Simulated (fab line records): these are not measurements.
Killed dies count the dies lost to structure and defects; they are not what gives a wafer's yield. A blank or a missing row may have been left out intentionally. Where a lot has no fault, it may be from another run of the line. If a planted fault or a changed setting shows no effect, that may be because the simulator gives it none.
fab line records	flow nandHarc
record lots=6	wafers=18	lastDay=33
route steps=1302 shown A_CONTACT@1091 A_BLC@1107 END@1302
lots that met no fault: taken from a fault-free run of the same line
startH: hours from the record's first day to the start of the lot's first wafer shown	waitH: hours since the lot's step before	" as in the row above	L1.1+2: several wafers, shown together as one row	- no value, or no start given	* or withheld: withheld	< > ~ a bound
route shown NAME@n: a module of which the file shows steps, and the number in the route of the first	usual: mean/standard deviation of fault-free wafers	same: alike in all rows	chamber/n: place in a boat	sites: per-site readings	_std_site: the standard deviation of these	_edge_site: inner sites' mean taken away from outer sites' mean	radiusMm: for every site, how far away it sits from the centre of the wafer	mask NAME#n: copy n	behind: tool/chamber where the wafer was last shaped	hold: cause of the lot's hold/its duration in hours/its outcome	device: names the non-switching transistor (n, p or np)	end of line: tests of these same wafers at the route's end	a step with no rows: only its recipe	killed: count of dies lost to structure and defects at first sort (not the wafer's yield)	map: per-die view of a wafer (x killed, . not killed, _ where there is no die)
set.NAME: the setting as run; set.NAME@STEP: as run at that earlier step	model.NAME: the simulator's own value behind a step, which no gauge read
a table for each step, a row for each wafer; lots at some steps of the route
services: the hour from which a tool's chamber was out of use, counted from the record's first day as startH (under 0 if before that day), plus the number of hours and why
## steps
# step NHARC_A_CONTACT_ETCH_139
# recipe sourceW=withheld	pressureMtorr=20	biasV=400	timeS=195	targetDepthA=8400	arFlowSccm=withheld	c4f8FlowSccm=11.5	o2FlowSccm=7.2	chemistry=C4F8/O2/Ar
# step NHARC_A_CONTACT_ETCH_92
# recipe targetDepthA=400	overEtchFrac=0.5	timeS=85.7	ionEnergyEv=120	ch3fFlowSccm=50	o2FlowSccm=30	arFlowSccm=200	rfW=500	biasW=100	chemistry=CH3F/O2
# usual biasW=100.00/0.29	drypumpMotorCurrentA=5.6/0.51	oesProductAu=0.95/0.035	rfVppV=244.7/2	showerheadPlenumPTorr=2.48/0.13	throttleValvePct=20.663/0.0093
# same timeS=85.7
lot.wafer	tool	chamber	startH	waitH	biasW	drypumpMotorCurrentA	oesProductAu	rfHoursCounterH	rfVppV	showerheadPlenumPTorr	throttleValvePct
L824.2	rieDiel-04	0	530.82	0.5	100.63	4.9	0.93	31	245.7	2.59	20.662
L824.1	"	1	"	"	100.21	5.6	0.91	29	245.5	2.60	20.660
L824.3	"	3	"	"	100.27	6.3	0.91	30	242.1	2.28	20.673
L836.4	rieDiel-04	0	657.31	0.4	99.50	4.9	0.99	23	244.2	2.58	20.669
L836.3	"	1	"	"	100.17	5.7	1.00	21	247.3	2.59	20.676
L836.2	"	2	"	"	99.83	5.6	0.98	19	242.2	2.39	20.658
L838.3	rieDiel-08	2	663.87	0.4	99.88	6.3	0.93	30	243.1	2.42	20.667
L838.4	"	3	"	"	99.97	5.9	0.92	30	242.2	2.30	20.664
L838.2	"	0	"	"	100.17	4.9	0.93	35	245.8	2.60	20.673
L844.2	rieDiel-04	3	729.72	0.5	100.00	6.3	0.92	3	247.6	2.66	20.656
L844.6	"	3	"	"	99.73	6.3	0.93	-	245.5	2.66	20.651
L844.5	"	0	"	"	99.99	4.9	0.92	-	245.9	2.58	20.661
L845.3	rieDiel-08	0	737.52	0.4	100.22	4.9	1.01	1	245.2	2.59	20.665
L845.1	"	3	"	"	99.97	5.9	1.00	2	242.7	2.29	20.661
L845.5	"	0	"	"	100.15	4.9	1.00	-	247.1	2.59	20.660
L846.2	rieDiel-08	2	739.42	0.5	99.99	6.3	1.00	2	244.1	2.42	20.661
L846.5	"	0	"	"	99.94	4.9	1.00	-	244.9	2.59	20.662
L846.6	"	1	"	"	99.68	5.7	1.00	-	247.8	2.64	20.656
# step NHARC_A_CONTACT_ETCH_98
# recipe targetDepthA=200	overEtchFrac=0.5	timeS=10	ionEnergyEv=250	c4f6FlowSccm=25	o2FlowSccm=20	arFlowSccm=500	rfW=600	biasW=500	chemistry=C4F6/O2
# usual biasW=500.1/1.6	drypumpMotorCurrentA=5.7/0.51	oesProductAu=0.963/0.028	rfVppV=547/4.3	showerheadPlenumPTorr=3.95/0.2	throttleValvePct=26.904/0.0091
# same timeS=10
lot.wafer	tool	chamber	startH	waitH	biasW	drypumpMotorCurrentA	oesProductAu	rfHoursCounterH	rfVppV	showerheadPlenumPTorr	throttleValvePct
L824.1	rieDiel-04	3	530.99	0.1	498.9	6.3	0.940	30	539	3.65	26.913
L824.2	"	0	"	"	500.5	4.9	0.949	31	549	4.12	26.903
L824.3	"	1	"	"	500.1	5.6	0.945	29	551	4.14	26.905
L836.3	rieDiel-04	0	-	-	499.1	4.9	0.991	23	551	4.11	26.915
L836.4	"	1	"	"	500.7	5.6	0.984	22	551	4.12	26.883
L836.2	"	2	"	"	500.0	5.6	1.005	19	544	3.82	26.898
L838.2	rieDiel-08	2	-	-	498.0	6.3	0.966	30	548	3.87	26.915
L838.3	"	3	"	"	502.2	5.8	0.970	31	541	3.68	26.901
L838.4	"	1	"	"	500.6	5.7	0.945	32	554	4.21	26.899
L844.2	rieDiel-04	1	-	-	499.0	5.6	0.935	4	549	4.11	26.903
L844.5	"	0	"	"	499.7	4.9	0.946	-	551	4.10	26.886
L844.6	"	1	"	"	501.1	5.6	0.937	-	551	4.11	26.898
L845.3	rieDiel-08	0	-	-	497.0	4.9	1.005	1	551	4.12	26.906
L845.1	"	3	"	"	500.1	5.9	1.011	2	541	3.67	26.913
L845.5	"	1	"	"	498.8	5.7	1.003	-	552	4.20	26.914
L846.2	rieDiel-08	1	-	-	498.8	5.7	1.009	1	553	4.20	26.892
L846.6	"	0	"	"	501.4	4.8	1.005	-	552	4.12	26.893
L846.5	"	1	"	"	500.2	5.7	0.991	-	553	4.20	26.903
# step NHARC_A_CONTACT_CD_MEAS_15
# usual cdNm=190.1/0.47
lot.wafer	tool	chamber	startH	waitH	cdNm
L824.1	cdSem-03	-	531.07	-	190.2
L824.2	"	-	"	"	190.0
L824.3	"	-	"	"	190.2
L836.2	cdSem-02	-	657.53	-	189.9
L836.3	"	-	"	"	190.0
L836.4	"	-	"	"	190.1
L838.2	cdSem-02	-	664.25	-	189.5
L838.3	"	-	"	"	189.6
L838.4	"	-	"	"	189.2
L844.2	cdSem-03	-	729.95	-	190.4
L844.5	"	-	"	"	190.4
L844.6	"	-	"	"	189.8
L845.1	cdSem-01	-	737.73	-	190.4
L845.3	"	-	"	"	190.4
L845.5	"	-	"	"	190.1
L846.2	cdSem-03	-	739.61	-	189.9
L846.5	"	-	"	"	189.9
L846.6	"	-	"	"	189.4
# step NHARC_A_CONTACT_STRIP_107
# recipe n2FlowSccm=150	h2FlowSccm=150	arFlowSccm=0	biasW=0	chemistry=N2/H2
# step NHARC_A_CONTACT_STRIP_108
# recipe cf4FlowSccm=100	chf3FlowSccm=30	arFlowSccm=0	biasW=0	chemistry=CF4/CHF3
# step NHARC_A_CONTACT_STRIP_109
# recipe o2FlowSccm=400	cosFlowSccm=20	arFlowSccm=0	biasW=0	chemistry=O2/COS
# step NHARC_A_CONTACT_ETCH_110
# recipe targetDepthA=600	overetchA=60	timeS=33	ionEnergyEv=100	cf4FlowSccm=80	o2FlowSccm=20	arFlowSccm=0	rfW=300	biasW=100	chemistry=CF4/O2
# usual biasW=100.0/0.3	drypumpMotorCurrentA=5.6/0.48	oesProductAu=0.997/0.0074	rfVppV=197.8/1.7	showerheadPlenumPTorr=1.34/0.074	throttleValvePct=13.398/0.0086
# same timeS=33
lot.wafer	tool	chamber	startH	waitH	biasW	drypumpMotorCurrentA	oesProductAu	rfHoursCounterH	rfVppV	showerheadPlenumPTorr	throttleValvePct
L824.1	rieDiel-08	3	531.36	0.1	100.0	5.8	0.999	52	195.1	1.25	13.399
L824.3	"	0	"	"	99.1	4.8	1.003	54	201.1	1.42	13.397
L824.2	"	1	"	"	100.2	5.7	1.003	39	195.0	1.24	13.396
L836.4	rieDiel-08	2	657.97	0.1	100.2	6.3	1.012	28	197.3	1.32	13.391
L836.3	"	3	"	"	100.4	5.9	1.000	28	195.5	1.25	13.410
L836.2	"	1	"	"	99.8	5.7	1.000	30	198.8	1.44	13.390
L838.2	rieDiel-04	1	664.59	0.1	99.4	5.6	1.006	23	200.5	1.41	13.399
L838.3	"	3	"	"	99.8	6.3	1.010	22	196.5	1.23	13.402
L838.4	"	0	"	"	99.9	4.9	0.997	24	198.6	1.40	13.409
L844.2	rieDiel-04	1	730.24	0.1	99.5	5.6	0.985	4	200.0	1.40	13.385
L844.5	"	3	"	"	100.0	6.3	0.989	-	199.6	1.45	13.388
L844.6	"	0	"	"	99.9	4.9	0.995	-	199.6	1.40	13.396
L845.3	rieDiel-04	2	738.03	0.1	100.0	5.7	1.000	6	197.8	1.29	13.397
L845.1	"	3	"	"	99.8	6.3	0.990	4	199.5	1.44	13.384
L845.5	"	2	"	"	99.9	5.7	0.988	-	198.0	1.29	13.389
L846.2	rieDiel-08	0	739.91	0.1	99.9	4.9	1.003	1	200.1	1.41	13.389
L846.5	"	2	"	"	100.0	6.3	1.000	-	198.0	1.31	13.400
L846.6	"	3	"	"	100.4	5.9	0.994	-	195.2	1.24	13.392
# step NHARC_A_CONTACT_STRIP_26
# recipe o2FlowSccm=500	arFlowSccm=0	biasW=0	chemistry=O2
# step NHARC_A_CONTACT_STRIP_27
# recipe timeS=600	tempC=30	chemistry=postEtchResidueRemover
# step NHARC_A_CONTACT_ALD_18
# recipe targetThkA=30	pulseTimeS=1	aldCycles=150	tempC=450	material=TiN
# usual heaterPowerOuterW=689/88	heaterPowerW=1074/120	precursorPulseHeightRel=0.997/0.021
lot.wafer	tool	chamber	startH	waitH	heaterPowerOuterW	heaterPowerW	precursorPulseHeightRel
L824.2	aldMetal-04	0	532.02	-	629	1112	1.015
L824.3	"	1	"	"	745	1116	1.025
L824.1	"	2	"	"	793	1221	0.984
L836.2	aldMetal-03	3	658.65	-	555	856	1.014
L836.4	"	0	"	"	693	1122	1.002
L836.3	"	1	"	"	639	969	0.938
L838.3	aldMetal-03	2	665.24	-	840	1211	0.998
L838.4	"	3	"	"	544	851	0.989
L838.2	"	1	"	"	632	965	1.029
L844.2	aldMetal-04	0	730.88	-	607	1089	0.998
L844.6	"	0	"	"	627	1086	1.000
L844.5	"	1	"	"	720	1102	1.010
L845.3	aldMetal-04	0	738.67	-	637	1078	1.000
L845.1	"	2	"	"	828	1224	1.001
L845.5	"	0	"	"	637	1060	0.966
L846.2	aldMetal-03	1	740.56	-	643	975	1.018
L846.5	"	1	"	"	637	999	1.015
L846.6	"	2	"	"	867	1234	1.006
# step NHARC_A_CONTACT_CVD_19
# recipe targetThkA=3000	tempC=300	pressureTorr=40	wf6FlowSccm=40	h2FlowSccm=1600	arFlowSccm=1560	timeS=802	material=W
# usual heaterPowerOuterW=251/9.6	heaterPowerW=430/14	throttleValvePct=7.9/0.33
# same timeS=802
lot.wafer	tool	chamber	startH	waitH	heaterPowerOuterW	heaterPowerW	throttleValvePct
L824.2	cvdW-01	0	-	-	249	435	7.7
L824.1	"	1	"	"	268	451	8.5
L824.3	"	0	"	"	239	435	8.0
L836.2	cvdW-01	1	-	-	259	456	8.1
L836.3	"	1	"	"	261	434	8.2
L836.4	"	0	"	"	243	448	8.2
L838.2	cvdW-01	0	-	-	244	438	8.4
L838.3	"	0	"	"	254	435	8.2
L838.4	"	1	"	"	263	447	8.2
L844.2	cvdW-02	0	-	-	247	415	7.9
L844.5	"	0	"	"	247	431	7.5
L844.6	"	0	"	"	246	439	7.5
L845.1	cvdW-02	1	-	-	261	432	7.6
L845.3	"	0	"	"	236	415	7.5
L845.5	"	1	"	"	263	443	8.0
L846.2	cvdW-02	1	-	-	268	437	8.0
L846.6	"	1	"	"	264	443	7.9
L846.5	"	0	"	"	243	426	7.7
# step NHARC_A_CONTACT_CMP_20
# recipe tOverpolishS=30	targetThkNm=300
# usual motorCurrentA=12.3/0.77	overpolishRunS=29.999/0.0083	timeToEndpointS=60.0/2.7
lot.wafer	tool	chamber	startH	waitH	motorCurrentA	overpolishRunS	timeToEndpointS
L824.3	cmp-02	3	533.10	0.5	13.6	30.002	61.6
L824.2	"	0	"	"	12.6	29.992	61.2
L824.1	"	1	"	"	12.3	30.004	60.3
L836.2	cmp-03	1	659.77	0.8	12.7	29.995	65.7
L836.4	"	2	"	"	11.3	30.014	60.9
L836.3	"	3	"	"	11.8	29.994	62.8
L838.3	cmp-03	2	666.35	0.5	11.0	30.001	57.1
L838.4	"	3	"	"	11.1	29.998	55.4
L838.2	"	0	"	"	13.2	29.997	52.3
L844.2	cmp-02	1	732.70	1.1	11.2	30.011	59.7
L844.6	"	1	"	"	12.1	29.986	58.9
L844.5	"	2	"	"	11.9	29.999	61.9
L845.1	cmp-03	2	740.23	0.8	10.6	30.004	63.9
L845.3	"	3	"	"	11.3	30.004	64.4
L845.5	"	3	"	"	11.6	29.987	61.3
L846.2	cmp-04	3	741.67	0.8	12.0	29.993	61.8
L846.6	"	2	"	"	11.7	30.016	59.5
L846.5	"	3	"	"	12.6	29.996	60.9
# step NHARC_A_CONTACT_SRD_22
# step NHARC_A_CONTACT_INSPECT_23
# usual rawDefectCount=536/140
lot.wafer	tool	chamber	startH	waitH	rawDefectCount
L824.1	defectInspect-02	-	533.50	0.1	682
L824.2	"	-	"	"	516
L824.3	"	-	"	"	525
L836.2	defectInspect-01	-	660.14	0.1	992
L836.3	"	-	"	"	873
L836.4	"	-	"	"	931
L838.2	defectInspect-01	-	666.73	0.1	1078
L838.3	"	-	"	"	1260
L838.4	"	-	"	"	972
L844.2	defectInspect-02	-	733.10	0.1	406
L844.5	"	-	"	"	479
L844.6	"	-	"	"	687
L845.1	defectInspect-01	-	740.63	0.1	491
L845.3	"	-	"	"	691
L845.5	"	-	"	"	330
L846.2	defectInspect-01	-	742.05	0.1	469
L846.5	"	-	"	"	538
L846.6	"	-	"	"	628
# step NHARC_A_BLC_DEHYDRATE_00
# recipe tempC=150	timeS=120
# step NHARC_A_BLC_HMDS_01
# recipe timeS=30
# step NHARC_A_BLC_COAT_02
# recipe tempC=260	timeS=75
# step NHARC_A_BLC_COAT_03
# recipe tempC=225	timeS=65
# step NHARC_A_BLC_COAT_04
# recipe spinRpm=1500	resistThkNm=90
# step NHARC_A_BLC_SOFTBAKE_05
# recipe tempC=105	timeS=55
# step NHARC_A_BLC_EBR_06
# step NHARC_A_BLC_EXPOSE_07
# recipe na=1.35	targetCdNm=100	doseMj=67.97	maskId=A_BLC
# step NHARC_A_BLC_PEB_08
# recipe pebTempC=100	pebTimeS=65
# step NHARC_A_BLC_DEVELOP_09
# recipe developTimeS=35	devTempC=23
# step NHARC_A_BLC_CD_MEAS_10
# recipe targetCdNm=100	landingEnergyEv=500
# usual cdNm=100.1/0.54
# same landingEnergyEv=500
lot.wafer	tool	chamber	startH	waitH	cdNm
L824.1	cdSem-02	0	534.00	-	100.8
L824.2	"	0	"	"	100.5
L824.3	"	0	"	"	100.6
L836.2	cdSem-03	0	660.65	-	99.6
L836.3	"	0	"	"	99.4
L836.4	"	0	"	"	101.0
L838.2	cdSem-01	0	667.12	-	99.9
L838.3	"	0	"	"	100.6
L838.4	"	0	"	"	100.6
L844.2	cdSem-02	0	733.48	-	100.4
L844.5	"	0	"	"	99.8
L844.6	"	0	"	"	100.0
L845.1	cdSem-01	0	741.14	-	100.9
L845.3	"	0	"	"	101.2
L845.5	"	0	"	"	100.8
L846.2	cdSem-03	0	742.56	-	99.7
L846.5	"	0	"	"	100.0
L846.6	"	0	"	"	100.0
# step NHARC_A_BLC_OVL_MEAS_11
# usual overlayXNm=0.2/0.87	overlayYNm=-0.1/0.84
lot.wafer	tool	chamber	startH	waitH	overlayXNm	overlayYNm
L824.1	overlay-01	-	534.09	-	-0.9	0.2
L824.2	"	-	"	"	-1.4	-0.3
L824.3	"	-	"	"	-0.8	-0.7
L836.2	overlay-01	-	660.74	-	0.0	-0.3
L836.3	"	-	"	"	-0.4	-0.3
L836.4	"	-	"	"	-0.2	-0.6
L838.2	overlay-01	-	667.20	-	0.2	-2.2
L838.3	"	-	"	"	0.5	-1.7
L838.4	"	-	"	"	-0.5	-2.3
L844.2	overlay-02	-	733.56	-	0.7	-0.3
L844.5	"	-	"	"	0.0	0.0
L844.6	"	-	"	"	0.4	0.1
L845.1	overlay-02	-	741.23	-	-1.5	0.1
L845.3	"	-	"	"	-1.5	0.3
L845.5	"	-	"	"	-1.5	0.5
L846.2	overlay-02	-	742.64	-	1.0	-0.6
L846.5	"	-	"	"	0.8	-0.2
L846.6	"	-	"	"	1.2	-0.6
# step NHARC_A_BLC_INSPECT_12
# usual rawDefectCount=90/35
lot.wafer	tool	chamber	startH	waitH	rawDefectCount
L824.1	defectInspect-02	-	534.13	0.0	120
L824.2	"	-	"	"	133
L824.3	"	-	"	"	130
L836.2	defectInspect-01	-	660.78	0.0	500
L836.3	"	-	"	"	534
L836.4	"	-	"	"	514
L838.2	defectInspect-01	-	667.24	0.0	515
L838.3	"	-	"	"	543
L838.4	"	-	"	"	575
L844.2	defectInspect-01	-	733.60	0.0	91
L844.5	"	-	"	"	93
L844.6	"	-	"	"	89
L845.1	defectInspect-01	-	741.27	0.0	84
L845.3	"	-	"	"	86
L845.5	"	-	"	"	93
L846.2	defectInspect-02	-	742.68	0.0	82
L846.5	"	-	"	"	83
L846.6	"	-	"	"	84
# step NHARC_A_BLC_DESCUM_15
# recipe timeS=3	o2FlowSccm=200	arFlowSccm=0	biasPowerW=0	chemistry=O2
# step NHARC_END_SORT_01
# recipe tempC=25
# usual killedAtArray=55/17	killedAtOther=1.1/1.4	killedAtPeriphery=3.9/3	killedDies=59/17	killedOpen=3.5/2	killedShort=2.6/1.6
# same grossDies=677
lot.wafer	tool	chamber	startH	waitH	killedAtArray	killedAtOther	killedAtPeriphery	killedDies	killedOpen	killedShort
L836.2	prober-01	0	705.64	2.8	329	1	2	332	3	2
L836.3	prober-01	0	706.43	3.1	340	1	3	344	2	1
L836.4	prober-01	0	707.22	3.4	333	1	0	334	1	5
L838.2	prober-02	0	710.78	2.8	334	0	1	335	1	4
L838.3	prober-02	0	711.59	3.1	341	0	2	343	5	3
L838.4	prober-02	0	712.39	3.4	365	0	1	366	6	2
# killed by level:class
L836.2 A_CONTACT:unspecified=279 A_SLIT:chamberFilmFlake=25 A_CHANNEL_HOLE_D1:chamberFilmFlake=9 A_CHANNEL_HOLE_D2:chamberFilmFlake=9 A_CONTACT:chamberFilmFlake=3 A_CHANNEL_FILL_D1:geometricParticle:open=2 A_ONON_D2:geometricParticle:open=1 A_ONON_D2:geometricParticle:short=1
L836.3 A_CONTACT:unspecified=300 A_SLIT:chamberFilmFlake=20 A_CHANNEL_HOLE_D2:chamberFilmFlake=11 A_CHANNEL_HOLE_D1:chamberFilmFlake=5 P_CONTACT:geometricParticle:open=1 A_ONON_D2:geometricParticle:short=1 A_M0:geometricParticle:open=1 P_ZERO_WELL:chamberFilmFlake=1
L836.4 A_CONTACT:unspecified=286 A_SLIT:chamberFilmFlake=26 A_CHANNEL_HOLE_D2:chamberFilmFlake=11 A_ONON_D2:geometricParticle:short=3 A_CHANNEL_HOLE_D1:chamberFilmFlake=2 A_CHANNEL_FILL_D1:chamberFilmFlake=2 A_ONON_D1:geometricParticle:short=1 A_SGD_CUT:geometricParticle:open=1
L838.2 A_CONTACT:unspecified=292 A_CHANNEL_HOLE_D2:chamberFilmFlake=19 A_CHANNEL_HOLE_D1:chamberFilmFlake=9 A_CHANNEL_FILL_D1:geometricParticle:short=4 A_CONTACT:chamberFilmFlake=3 A_DECK1_JOINT:chamberFilmFlake=2 A_SLIT:chamberFilmFlake=2 A_WL_FILL:chamberFilmFlake=2
L838.3 A_CONTACT:unspecified=296 A_CHANNEL_HOLE_D2:chamberFilmFlake=13 A_CHANNEL_HOLE_D1:chamberFilmFlake=12 A_CONTACT:chamberFilmFlake=7 A_WL_FILL:chamberFilmFlake=4 A_CHANNEL_FILL_D2:geometricParticle:short=2 P_GATE:geometricParticle:open=1 P_M2:geometricParticle:open=1
L838.4 A_CONTACT:unspecified=308 A_CHANNEL_HOLE_D2:chamberFilmFlake=22 A_CHANNEL_HOLE_D1:chamberFilmFlake=17 A_CONTACT:chamberFilmFlake=5 A_CHANNEL_FILL_D2:geometricParticle:open=2 A_DECK1_JOINT:chamberFilmFlake=2 P_M0:geometricParticle:open=1 A_ONON_D1:geometricParticle:short=1
# map L836.3 (x killed, . not)
____________.____________
_________x...x.._________
_______...xxxx..x._______
______x..x.......x.______
_____x.x..x.x.xxxxx._____
____x..x..x.x...x..x.____
____x..xxxx.xxx.xx...____
___.x.xx.x...x..x..xxx___
___x....xx.x......xxx.___
__x...x...x....xx.xxx.x__
__x.x.xxxx..xxx....xx.x__
_...x..xxx..x..x.xxxx..._
_....xx......xx...xx.xxx_
_x.xxx...xx..x..x....x.x_
_xxx.x.x..x..x....xxxx.x_
_xxxxxx.xxx...xxx..xx..x_
xxxxxxx..xxx.xxxxxx...xx.
.xxxxxx.x.x.x..x......xx.
xxxxxxxxxxxx.x..xx.xxx.xx
xxxxxxxxx.xxx..x.x.....xx
xx.xx.xx....x..xxxxxx.x.x
_..xx...xx.x.xxx.x...x.._
_xxxx.xxx...xxx...x.xxxx_
_.x...x..x....xxx.xx.x.._
_x....x.x.xx.x...x.x.xx._
_xx.xxx...xxxxxxxxxx..xx_
__...xx...xxxx.xxx.x...__
__xx...x.x.xxxx.....xx.__
___xxx......x.xx.x.xx.___
___xx.x...x.x...x..x..___
____xxx.x.....xxx.x..____
____...x..xxx..xxxx.x____
_____x.x....xxx.xx.x_____
______...xxxx.x..xx______
_______x.......x.x_______
_________x....x._________
____________x____________
# map L838.4 (x killed, . not)
____________x____________
_________xxxxx.._________
_______.xxxxx...x._______
______xxxxxxxx..x.x______
_____.x.xxxx....xxx._____
____...xxxx..xxx.x.xx____
____x..xxxx.xx.xxx..x____
___xxxxxxxxxxxxx.x.xxx___
___.x...xx..x....xxx..___
__.xxxx.x.x...xxxx.xxxx__
__.x.xx.xx....x..x.x.x.__
_xxxx.xx..x.xx....x...xx_
_x.x.xxxxxx..xx.x...xx.x_
_x.xx.xxx.xx..x.x.x..x.x_
_.xxxx.x.xx....xxxx...x._
_xxx...x.x..x.x.x.x..xx._
xxxxx..xx..xxx.x.xxxxx.x.
.xxx..xxxx..xx..x.x..x..x
x.xxxxx..xx...xx..xxx.xxx
x.x.xx....xx.x...xx.x....
xxxx.....x..xxx..x.x.....
_.xxx..x.x.xxxxxx.xx...x_
_x.xx.xxxxx..xxx.x..xxxx_
_.x....xxx.x.xxx.x..xx.x_
_.xxxx.x.xx.xxxx...x.xxx_
_.x.xx.xxx....xx.x..xx.x_
__......xxxxxx......x.x__
__..x.xx.x...xxxx..xx..__
___.xxx...x.x...x..x..___
___..xxxx..x..x...x.xx___
____..x.x.x..xx.xxx.x____
____.x.x..x...xxx.x.x____
_____.....x.xx...xxx_____
______..xx......xxx______
_______...xx.x.x.._______
_________x.x.xx._________
____________x____________
## services
tool	chamber	startH	hours	kind
cvdW-02	-	508.39	1.4	repair
rieDiel-04	-	509.26	0.9	repair
cmp-03	-	514.97	10.9	repair
aldMetal-04	3	523.84	3.2	repair
rieDiel-04	2	526.42	5.9	repair
rieDiel-04	-	531.96	9.0	pm
cvdW-01	-	547.00	13.0	pm
rieDiel-08	-	547.64	9.0	pm
cmp-03	-	554.00	4.0	pm
rieDiel-04	2	566.36	3.8	repair
aldMetal-03	-	568.00	10.0	pm
rieDiel-04	-	569.09	5.3	repair
rieDiel-04	3	575.41	3.6	repair
rieDiel-04	-	601.30	0.3	repair
aldMetal-03	1	606.27	26.0	repair
cmp-03	-	618.06	2.4	repair
cvdW-02	-	627.90	1.6	repair
cvdW-02	-	631.16	13.0	pm
rieDiel-04	1	637.52	5.0	repair
rieDiel-08	1	649.11	6.7	repair
aldMetal-04	-	652.00	10.0	pm
cmp-03	-	652.00	4.0	pm
rieDiel-04	-	708.96	9.0	pm
rieDiel-08	-	724.64	9.0	pm
## key
firstSign step=NHARC_A_CONTACT_INSPECT_23	reading=rawDefectCount	direction=up	sigmas=3.4	usual=536	struck=1018
effect step=NHARC_A_BLC_INSPECT_12	reading=rawDefectCount	direction=up	sigmas=13	usual=90	struck=530
effect step=NHARC_END_SORT_01	reading=killedAtArray	direction=up	sigmas=17	usual=55	struck=340
moreKillsBornAt NHARC_A_CONTACT_CMP_20@cmp-03=1761
metAt NHARC_A_CONTACT_CMP_20
struckWafers L836.2,L836.3,L836.4,L838.2,L838.3,L838.4
testerLeftOut L836,L838
alsoFits NHARC_A_CONTACT_CVD_19:cvdW-01
fault kind=chamberParticleSource	tool=cmp-03	chamber=-	onsetH=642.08	steps=NHARC_A_CONTACT_CMP_20	ratePerVisitCm2=0.66398	endH=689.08
# testerLeftOut: of these lots the tester's yield and bins aren't shown, on N5 and GAA mostly nor the transistor test; their killed dies are dies lost to structure and defects alone, not to doping, threshold or leakage, so they don't give the yield
